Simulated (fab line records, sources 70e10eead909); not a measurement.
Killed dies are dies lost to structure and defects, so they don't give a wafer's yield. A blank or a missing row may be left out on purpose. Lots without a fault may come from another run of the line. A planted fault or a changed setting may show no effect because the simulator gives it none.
fab line records | flow nand_harc
record lots=6 wafers=18 last_day=33
route steps=1302 shown THIN_TSV@1287 END@1302
lots that met no fault: from a run of the same line without faults
start_h: hours from the record's first day to the start of the lot's first wafer shown | wait_h: hours since the lot's step before | " the same as in the row above | L1.1+2: a row that stands for several wafers | - no value, or no start given | * or withheld: withheld | < > ~ a bound
route shown NAME@n: a module of which the file shows steps, and the number in the route of the first | usual: mean/standard deviation of fault-free wafers | same: alike in all rows | chamber/n: place in a boat | sites: the reading at each site | _std_site: their standard deviation | _edge_site: outer sites' mean less inner sites' | radius_mm: how far each site lies from the wafer's centre | mask NAME#n: copy n | behind: the tool/chamber that last shaped the wafer | hold: why the lot was held/for how many hours/how that ended | device: the transistor (n, p or np) that didn't switch | end of line: the same wafers' tests at the end of the route | a step without rows: its recipe alone | killed: dies lost to structure and defects at the first sort, not the wafer's yield | map: a wafer's dies, x killed, . not, _ none there
set.NAME: the setting as run; set.NAME@STEP: as run at that earlier step | model.NAME: the simulator's own value behind a step, which no gauge read
lots at some steps of the route; a table a step, a row a wafer
services: from which hour (start_h, from the record's first day; less than 0 if before it) a tool's chamber was out of use, for how many hours, and why
## steps
# step NHARC_THIN_TSV_EBR_29
# step NHARC_THIN_TSV_EXPOSE_30
# recipe na=0.55 dose_mj=11.47 mask_id=PAD
# step NHARC_THIN_TSV_PEB_31
# recipe peb_temp_c=118 peb_time_s=85
# step NHARC_THIN_TSV_DEVELOP_32
# recipe time_s=70
# step NHARC_THIN_TSV_CD_MEAS_33
# recipe target_cd_nm=5000 landing_energy_ev=500
# usual cd_nm=4999.5/2.1
# columns lot.wafer tool chamber start_h wait_h cd_nm
L771.1 cd_sem-03 0 572.83 - 4997.9
L771.2 " 0 " " 4998.4
L771.6 " 0 " " 4996.2
L784.1 cd_sem-03 0 705.95 - 4994.9
L784.4 " 0 " " 4998.7
L784.5 " 0 " " 4997.8
L786.3 cd_sem-02 0 730.41 - 5004.0
L786.4 " 0 " " 5002.7
L786.6 " 0 " " 5002.5
L785.1 cd_sem-01 0 731.50 - 4999.1
L785.2 " 0 " " 5000.0
L785.6 " 0 " " 5000.5
L790.1 cd_sem-03 0 764.19 - 5001.0
L790.5 " 0 " " 5001.9
L790.6 " 0 " " 5001.7
L791.1 cd_sem-01 0 780.44 - 4998.6
L791.4 " 0 " " 5000.7
L791.5 " 0 " " 5001.5
# step NHARC_THIN_TSV_HARDBAKE_34
# recipe temp_c=125 time_s=80
# step NHARC_THIN_TSV_DESCUM_35
# recipe time_s=3 o2_flow_sccm=200 ar_flow_sccm=0 bias_power_w=0 chemistry=O2
# usual drypump_motor_current_A=5.6/0.65 oes_product_au=0.997/0.011 rf_vpp_V=57.8/0.91 showerhead_plenum_p_Torr=1.93/0.062 throttle_valve_pct=11.312/0.0085
# columns lot.wafer tool chamber start_h wait_h drypump_motor_current_A oes_product_au rf_hours_counter_h rf_vpp_V showerhead_plenum_p_Torr throttle_valve_pct
L771.2 rie_diel-10 3 572.99 - 4.7 1.001 7.0 58.8 1.98 11.305
L771.1 " 1 " " 6.4 1.003 7.0 60.4 1.95 11.286
L771.6 " 0 " " 5.5 1.014 - 57.8 1.90 11.289
L784.4 rie_diel-10 3 706.11 - 4.7 1.000 4.0 57.4 1.98 11.304
L784.1 " 0 " " 5.5 0.979 4.8 56.1 1.90 11.303
L784.5 " 0 " " 5.5 0.969 - 56.6 1.90 11.306
L786.4 rie_diel-10 3 730.56 - 4.7 1.001 5.3 58.8 1.98 11.313
L786.3 " 0 " " 5.5 0.982 5.9 58.2 1.89 11.302
L786.6 " 0 " " 5.5 0.988 - 57.7 1.89 11.305
L785.1 rie_diel-07 3 731.67 - 6.5 1.006 3.7 57.7 1.87 11.309
L785.2 " 1 " " 5.1 0.995 3.4 58.8 1.88 11.313
L785.6 " 3 " " 6.5 1.020 - 59.3 1.87 11.318
L790.1 rie_diel-08 3 764.37 - 5.7 1.002 1.5 57.2 1.98 11.313
L790.5 " 1 " " 4.9 1.002 - 57.5 2.05 11.310
L790.6 " 2 " " 5.0 1.009 - 56.9 1.94 11.315
L791.1 rie_diel-07 1 780.61 - 5.1 0.992 4.8 57.1 1.88 11.313
L791.4 " 2 " " 5.9 0.991 5.4 58.4 2.04 11.310
L791.5 " 1 " " 5.1 0.987 - 59.7 1.88 11.315
# step NHARC_THIN_TSV_ETCH_59
# recipe target_depth_a=8800 icp_w=900 bias_w=100 Cl2_flow_sccm=60 bcl3_flow_sccm=30 time_s=138.1 chemistry=Cl2/BCl3
# usual bias_w=100.0/0.31 drypump_motor_current_A=5.9/0.58 oes_product_au=1.002/0.0084 throttle_valve_pct=22.263/0.0086
# columns lot.wafer tool chamber start_h wait_h bias_w drypump_motor_current_A oes_product_au rf_hours_counter_h throttle_valve_pct
L771.1 rie_metal-02 0 573.12 0.1 100.2 5.1 1.003 1.6 22.258
L771.2 " 1 " " 100.2 5.3 1.000 1.6 22.269
L771.6 " 0 " " 100.3 5.2 1.008 - 22.256
L784.1 rie_metal-03 0 706.28 0.1 100.7 6.1 1.006 0.0 22.263
L784.4 " 1 " " 100.1 6.5 0.997 - 22.267
L784.5 " 0 " " 100.5 6.1 1.015 - 22.275
L786.4 rie_metal-01 0 730.76 0.2 99.7 6.2 1.002 - 22.267
L786.3 " 1 " " 100.1 6.7 1.003 - 22.267
L786.6 " 1 " " 99.9 6.7 1.003 - 22.266
L785.2 rie_metal-02 0 731.79 0.1 100.1 5.1 1.003 1.8 22.252
L785.1 " 1 " " 100.2 5.3 0.997 1.8 22.264
L785.6 " 0 " " 100.2 5.1 1.011 - 22.260
L790.1 rie_metal-02 1 764.51 0.1 100.5 5.3 0.992 2.4 22.260
L790.5 " 0 " " 99.7 5.2 1.008 - 22.266
L790.6 " 1 " " 100.5 5.3 0.994 - 22.251
L791.1 rie_metal-01 0 780.76 0.1 99.9 6.2 0.994 0.3 22.295
L791.4 " 0 " " 100.4 6.2 0.992 - 22.258
L791.5 " 0 " " 100.0 6.2 1.002 - 22.259
# step NHARC_THIN_TSV_ETCH_36
# recipe target_depth_a=650 over_etch_frac=0.3 time_s=18.571 ion_energy_ev=150 chemistry=Cl2/BCl3
# usual drypump_motor_current_A=5.9/0.58 oes_product_au=1.002/0.0088
# columns lot.wafer tool chamber start_h wait_h drypump_motor_current_A oes_product_au rf_hours_counter_h
L771.2 rie_metal-02 0 573.38 0.2 5.1 1.006 1.8
L771.1 " 1 " " 5.3 1.009 1.8
L771.6 " 0 " " 5.1 1.004 -
L784.1 rie_metal-03 1 706.50 0.2 6.5 0.984 0.2
L784.4 " 1 " " 6.6 0.980 -
L784.5 " 1 " " 6.5 0.988 -
L786.3 rie_metal-01 0 730.96 0.1 6.2 0.997 -
L786.4 " 1 " " 6.7 1.001 -
L786.6 " 1 " " 6.7 1.007 -
L785.1 rie_metal-02 1 732.05 0.2 5.3 1.008 1.9
L785.2 " 0 " " 5.1 1.003 1.9
L785.6 " 1 " " 5.3 0.999 -
L790.1 rie_metal-02 0 764.73 0.2 5.1 0.997 2.6
L790.5 " 0 " " 5.1 0.999 -
L790.6 " 1 " " 5.3 0.984 -
L791.1 rie_metal-01 0 780.99 0.2 6.2 1.001 0.4
L791.4 " 1 " " 6.6 1.002 -
L791.5 " 0 " " 6.2 0.989 -
# step NHARC_THIN_TSV_STRIP_56
# recipe power_w=1500 temp_c=250 chemistry=O2
# usual drypump_motor_current_A=5.44/0.28 heater_power_w=326/33
# columns lot.wafer tool chamber start_h wait_h drypump_motor_current_A heater_power_w rf_hours_counter_h
L771.1 plasma_asher-02 1 573.48 0.1 5.35 301 31
L771.2 " 0 " " 5.57 324 31
L771.6 " 0 " " 5.59 328 -
L784.1 plasma_asher-02 0 706.60 0.1 5.57 321 17
L784.4 " 1 " " 5.43 288 -
L784.5 " 0 " " 5.57 328 -
L786.4 plasma_asher-02 0 731.14 0.2 5.55 320 -
L786.3 " 1 " " 5.38 283 -
L786.6 " 1 " " 5.39 294 -
L785.1 plasma_asher-02 1 732.15 0.1 5.37 285 21
L785.2 " 0 " " 5.57 325 21
L785.6 " 1 " " 5.38 292 -
L790.1 plasma_asher-01 1 764.88 0.1 4.92 333 2
L790.6 " 0 " " 5.79 398 -
L790.5 " 1 " " 4.93 322 -
L791.1 plasma_asher-01 1 781.13 0.1 4.94 335 5
L791.4 " 0 " " 5.80 386 -
L791.5 " 0 " " 5.81 391 -
# step NHARC_THIN_TSV_STRIP_57
# recipe time_s=1200 temp_c=72.5 chemistry=post_etch_residue_remover
# step NHARC_THIN_TSV_CD_MEAS_37
# usual cd_nm=5000/3.3
# columns lot.wafer tool chamber start_h wait_h cd_nm
L771.1 cd_sem-02 - 574.27 - 5001
L771.2 " - " " 4997
L771.6 " - " " 4999
L784.1 cd_sem-03 - 707.40 - 4996
L784.4 " - " " 5000
L784.5 " - " " 4997
L786.3 cd_sem-02 - 731.84 - 5007
L786.4 " - " " 5004
L786.6 " - " " 5004
L785.1 cd_sem-03 - 732.94 - 5001
L785.2 " - " " 5006
L785.6 " - " " 5005
L790.1 cd_sem-02 - 765.63 - 5002
L790.5 " - " " 5002
L790.6 " - " " 5001
L791.1 cd_sem-01 - 781.88 - 5006
L791.4 " - " " 5002
L791.5 " - " " 5003
# step NHARC_THIN_TSV_ANNEAL_58
# recipe temp_c=400 time_s=1800
# usual spike_tc_bottom_C=425.4/1.4 spike_tc_centre_C=400.4/1.7 spike_tc_lower_C=399.5/1.3 spike_tc_top_C=429.0/1.5 spike_tc_upper_C=399.7/1.3 zone_power_lower_pct=4.22/0.095 zone_power_top_pct=11.1/0.85
# columns lot.wafer tool chamber start_h wait_h spike_tc_bottom_C spike_tc_centre_C spike_tc_lower_C spike_tc_top_C spike_tc_upper_C zone_power_lower_pct zone_power_top_pct
L771.1 furnace-08 0 577.35 3.1 424.8 397.4 397.9 429.1 399.2 4.24 11.9
L771.2 " 0 " " 427.8 398.8 399.1 430.9 399.2 4.15 11.9
L771.6 " 0 " " 428.3 400.1 397.7 430.3 400.4 4.13 12.1
L784.1 furnace-01 0 710.65 3.2 425.1 403.9 400.7 428.1 398.4 4.22 10.3
L784.4 " 0 " " 425.4 403.5 399.4 426.8 398.3 4.20 10.3
L784.5 " 0 " " 425.0 401.8 400.6 428.5 398.9 4.19 10.3
L785.1 furnace-01 0 735.05 2.1 451.9 429.3 427.9 454.8 427.2 4.56 11.3
L785.2 " 0 " " 452.2 428.9 427.4 454.3 425.6 4.65 11.2
L785.6 " 0 " " 451.5 430.1 427.6 453.4 427.0 4.66 11.2
L786.3 furnace-01 0 735.05 3.2 451.4 429.5 426.7 452.5 426.9 4.60 11.2
L786.4 " 0 " " 452.0 427.3 430.0 454.1 429.0 4.59 11.1
L786.6 " 0 " " 451.6 429.7 427.5 454.1 426.1 4.66 11.0
L790.1 furnace-08 0 768.70 3.1 428.2 399.2 399.2 430.5 398.7 4.16 12.0
L790.5 " 0 " " 428.0 399.7 397.9 433.3 398.1 4.17 11.9
L790.6 " 0 " " 427.7 400.0 398.5 431.3 399.4 4.08 12.2
L791.1 furnace-08 0 786.46 4.6 427.6 399.7 399.0 430.2 401.0 4.10 12.0
L791.4 " 0 " " 426.2 398.8 401.0 430.4 398.4 4.21 12.1
L791.5 " 0 " " 424.6 399.0 399.4 430.2 397.7 4.17 12.2
# step NHARC_THIN_TSV_INSPECT_40
# usual raw_defect_count=551/97
# columns lot.wafer tool chamber start_h wait_h raw_defect_count
L771.1 defect_inspect-02 - 578.81 0.4 615
L771.2 " - " " 575
L771.6 " - " " 555
L784.1 defect_inspect-01 - 712.08 0.4 568
L784.4 " - " " 529
L784.5 " - " " 686
L786.3 defect_inspect-02 - 736.50 0.4 563
L786.4 " - " " 530
L786.6 " - " " 484
L785.1 defect_inspect-01 - 736.52 0.4 545
L785.2 " - " " 563
L785.6 " - " " 585
L790.1 defect_inspect-02 - 770.12 0.4 572
L790.5 " - " " 485
L790.6 " - " " 562
L791.1 defect_inspect-01 - 787.90 0.4 446
L791.4 " - " " 385
L791.5 " - " " 484
# step NHARC_END_SORT_01
# recipe temp_c=25
# usual defect_limited_yield=91.1/2.9 killed_at_array=55/19 killed_at_other=0.8/1.1 killed_at_periphery=4.0/2.6 killed_dies=60/20 killed_open=3.4/1.7 killed_short=2.6/1.5
# same gross_dies=677
# columns lot.wafer tool chamber start_h wait_h defect_limited_yield[%] killed_at_array killed_at_other killed_at_periphery killed_dies killed_open killed_short
L771.1 prober-01 0 581.85 2.5 90.5 60 0 4 64 5 5
L771.2 prober-01 0 582.65 2.8 93.5 43 1 0 44 1 4
L771.6 prober-01 0 585.85 4.0 92.8 47 0 2 49 4 1
L784.1 prober-02 0 715.14 2.5 87.9 72 2 8 82 7 2
L784.4 prober-02 0 717.53 3.4 90.8 52 4 6 62 4 4
L784.5 prober-02 0 718.32 3.7 89.4 59 1 12 72 5 1
L785.1 prober-02 0 739.60 2.5 83.5 103 0 9 112 3 1
L785.2 prober-02 0 740.40 2.8 85.1 94 0 7 101 3 2
L785.6 prober-02 0 743.58 4.0 86.4 85 1 6 92 2 0
L786.3 prober-01 0 741.15 3.1 92.9 44 0 4 48 3 2
L786.4 prober-01 0 741.95 3.4 93.6 37 0 6 43 4 3
L786.6 prober-01 0 743.56 4.0 94.1 38 0 2 40 4 3
L790.1 prober-02 0 773.16 2.5 90.1 65 1 1 67 2 2
L790.5 prober-02 0 776.33 3.7 91.0 59 0 2 61 5 4
L790.6 prober-02 0 777.12 4.0 88.2 76 1 3 80 5 2
L791.1 prober-02 0 790.95 2.5 94.2 34 3 2 39 9 2
L791.4 prober-02 0 793.36 3.4 93.2 42 2 2 46 3 4
L791.5 prober-02 0 794.17 3.7 92.5 48 0 3 51 5 1
# killed by level:class
L771.1 A_CHANNEL_HOLE_D1:chamber_film_flake=36 A_CHANNEL_HOLE_D2:chamber_film_flake=9 A_CHANNEL_FILL_D2:geometric_particle:short=3 P_GATE:chamber_film_flake=2 A_STAIRCASE:chamber_film_flake=2 A_WL_FILL:chamber_film_flake=2 P_CONTACT:geometric_particle:open=1 P_M0:geometric_particle:open=1
L771.2 A_CHANNEL_HOLE_D1:chamber_film_flake=23 A_CHANNEL_HOLE_D2:chamber_film_flake=9 A_STAIRCASE:chamber_film_flake=2 A_WL_FILL:chamber_film_flake=2 A_ONON_D1:geometric_particle:short=1 A_ONON_D2:geometric_particle:short=1 A_CHANNEL_FILL_D2:geometric_particle:open=1 A_WL_FILL:geometric_particle:short=1
L771.6 A_CHANNEL_HOLE_D1:chamber_film_flake=31 A_CHANNEL_HOLE_D2:chamber_film_flake=8 P_CONTACT:geometric_particle:open=1 P_M0:geometric_particle:open=1 A_ONON_D1:geometric_particle:open=1 A_SGD_CUT:geometric_particle:short=1 A_CONTACT:geometric_particle:open=1 A_CHANNEL_FILL_D1:chamber_film_flake=1
L784.1 A_SLIT:chamber_film_flake=21 A_CHANNEL_HOLE_D1:chamber_film_flake=15 A_CHANNEL_HOLE_D2:chamber_film_flake=10 A_CONTACT:chamber_film_flake=6 A_BONDPAD:chamber_film_flake=6 P_BONDPAD:chamber_film_flake=4 A_CHANNEL_FILL_D1:chamber_film_flake=3 A_ONON_D2:geometric_particle:open=2
L784.4 A_SLIT:chamber_film_flake=24 A_CHANNEL_HOLE_D1:chamber_film_flake=6 A_BONDPAD:chamber_film_flake=5 A_CONTACT:chamber_film_flake=4 THIN_TSV:chamber_film_flake=4 A_CHANNEL_FILL_D1:chamber_film_flake=3 A_WL_FILL:geometric_particle:short=2 P_STI:chamber_film_flake=2
L784.5 A_SLIT:chamber_film_flake=33 P_BONDPAD:chamber_film_flake=5 A_CHANNEL_HOLE_D1:chamber_film_flake=5 P_STI:chamber_film_flake=4 A_CHANNEL_FILL_D1:chamber_film_flake=3 A_CHANNEL_HOLE_D2:chamber_film_flake=3 A_CONTACT:chamber_film_flake=3 A_BLC:geometric_particle:open=2
L785.1 A_CHANNEL_HOLE_D1:chamber_film_flake=34 A_SLIT:chamber_film_flake=29 A_CHANNEL_HOLE_D2:chamber_film_flake=15 A_STAIRCASE:chamber_film_flake=7 A_CONTACT:chamber_film_flake=6 A_WL_FILL:chamber_film_flake=4 P_GATE:chamber_film_flake=3 P_M2:chamber_film_flake=3
L785.2 A_CHANNEL_HOLE_D1:chamber_film_flake=38 A_SLIT:chamber_film_flake=20 A_CHANNEL_HOLE_D2:chamber_film_flake=16 A_CONTACT:chamber_film_flake=7 A_STAIRCASE:chamber_film_flake=3 A_WL_FILL:chamber_film_flake=3 P_GATE:chamber_film_flake=2 P_CONTACT:chamber_film_flake=2
L786.3 A_CHANNEL_HOLE_D1:chamber_film_flake=31 A_STAIRCASE:chamber_film_flake=3 A_CONTACT:chamber_film_flake=3 A_SLIT:chamber_film_flake=2 P_M0:geometric_particle:open=1 A_CHANNEL_FILL_D1:geometric_particle:short=1 A_DECK1_JOINT:geometric_particle:open=1 A_ONON_D2:geometric_particle:open=1
L786.4 A_CHANNEL_HOLE_D1:chamber_film_flake=26 A_SLIT:chamber_film_flake=3 A_CONTACT:chamber_film_flake=3 P_GATE:chamber_film_flake=2 A_STAIRCASE:chamber_film_flake=2 P_STI:geometric_particle:open=1 P_CONTACT:geometric_particle:open=1 P_M0:geometric_particle:open=1
L786.6 A_CHANNEL_HOLE_D1:chamber_film_flake=27 A_STAIRCASE:chamber_film_flake=3 P_STI:geometric_particle:open=1 P_M2:geometric_particle:open=1 A_SOURCE_PLATE:geometric_particle:short=1 A_ONON_D2:geometric_particle:short=1 A_ONON_D2:geometric_particle:open=1 A_CHANNEL_FILL_D2:geometric_particle:short=1
L785.6 A_CHANNEL_HOLE_D1:chamber_film_flake=32 A_SLIT:chamber_film_flake=24 A_CHANNEL_HOLE_D2:chamber_film_flake=12 A_CONTACT:chamber_film_flake=10 A_STAIRCASE:chamber_film_flake=4 P_GATE:chamber_film_flake=3 A_WL_FILL:chamber_film_flake=3 P_GATE:geometric_particle:open=1
L790.1 A_CHANNEL_HOLE_D2:chamber_film_flake=24 A_CONTACT:chamber_film_flake=12 A_CHANNEL_HOLE_D1:chamber_film_flake=9 A_SLIT:chamber_film_flake=8 A_STAIRCASE:chamber_film_flake=5 A_WL_FILL:chamber_film_flake=4 A_ONON_D1:geometric_particle:short=2 A_DECK1_JOINT:geometric_particle:open=1
L790.5 A_CHANNEL_HOLE_D2:chamber_film_flake=18 A_CONTACT:chamber_film_flake=12 A_CHANNEL_HOLE_D1:chamber_film_flake=9 A_SLIT:chamber_film_flake=6 A_STAIRCASE:chamber_film_flake=4 P_M0:geometric_particle:open=1 A_ONON_D1:geometric_particle:short=1 A_DECK1_JOINT:geometric_particle:short=1
L790.6 A_CHANNEL_HOLE_D2:chamber_film_flake=28 A_CHANNEL_HOLE_D1:chamber_film_flake=14 A_CONTACT:chamber_film_flake=12 A_SLIT:chamber_film_flake=10 A_STAIRCASE:chamber_film_flake=6 P_M0:geometric_particle:open=2 A_ONON_D2:geometric_particle:open=1 A_CHANNEL_FILL_D2:geometric_particle:short=1
L791.1 A_CHANNEL_HOLE_D1:chamber_film_flake=11 A_SLIT:chamber_film_flake=8 A_CONTACT:chamber_film_flake=7 P_M1:geometric_particle:open=2 A_M0:geometric_particle:open=2 THIN_TSV:chamber_film_flake=2 A_CHANNEL_FILL_D1:geometric_particle:open=1 A_DECK1_JOINT:geometric_particle:short=1
L791.4 A_CHANNEL_HOLE_D1:chamber_film_flake=19 A_SLIT:chamber_film_flake=9 A_CONTACT:chamber_film_flake=7 THIN_TSV:chamber_film_flake=2 A_ONON_D1:geometric_particle:open=1 A_CHANNEL_HOLE_D1:geometric_particle:short=1 A_CHANNEL_HOLE_D1:geometric_particle:open=1 A_CHANNEL_FILL_D1:geometric_particle:short=1
L791.5 A_CHANNEL_HOLE_D1:chamber_film_flake=19 A_SLIT:chamber_film_flake=13 A_CONTACT:chamber_film_flake=9 P_CONTACT:geometric_particle:open=1 P_M0:geometric_particle:open=1 A_CHANNEL_HOLE_D1:geometric_particle:open=1 A_CHANNEL_FILL_D1:geometric_particle:open=1 A_CHANNEL_FILL_D1:geometric_particle:short=1
## services
# columns tool chamber start_h hours kind
rie_diel-08 0 553.25 8.9 repair
rie_diel-07 1 556.48 6.9 repair
plasma_asher-01 - 566.83 9.0 pm
rie_metal-01 - 575.00 9.0 pm
furnace-08 - 580.51 18.6 repair
rie_diel-10 - 596.50 9.0 pm
rie_metal-01 0 602.11 4.3 repair
plasma_asher-02 - 603.00 9.0 pm
rie_diel-08 - 627.54 1.7 repair
rie_diel-08 1 630.71 1.6 repair
rie_metal-02 - 631.00 9.0 pm
rie_diel-07 - 648.22 9.0 pm
rie_diel-08 2 667.53 13.4 repair
rie_diel-10 - 694.41 0.3 repair
rie_metal-03 - 696.00 9.0 pm
rie_diel-10 3 717.42 5.0 repair
rie_diel-08 - 721.80 9.0 pm
rie_diel-07 3 735.58 6.3 repair
plasma_asher-01 - 743.83 9.0 pm
rie_metal-01 - 752.00 9.0 pm
plasma_asher-01 - 759.84 3.2 repair
plasma_asher-02 - 773.48 2.9 repair
rie_diel-10 - 773.51 9.0 pm
plasma_asher-02 - 780.25 9.0 pm
## key
first_sign step=NHARC_THIN_TSV_ANNEAL_58 reading=spike_tc_lower_C direction=up sigmas=22 usual=399.5 struck=427.8
effect step=NHARC_THIN_TSV_ANNEAL_58 reading=spike_tc_upper_C direction=up sigmas=21 usual=399.7 struck=427.0
met_at NHARC_THIN_TSV_ANNEAL_58
struck_wafers L785.1,L785.2,L785.6,L786.3,L786.4,L786.6
onset_between 710.65 735.05
fault kind=process_parameter_drift tool=furnace-01 chamber=- onset_h=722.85 steps=NHARC_THIN_TSV_ANNEAL_58 channel=temp_c offset=* shape=step end_h=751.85 acts_in=* stated=*
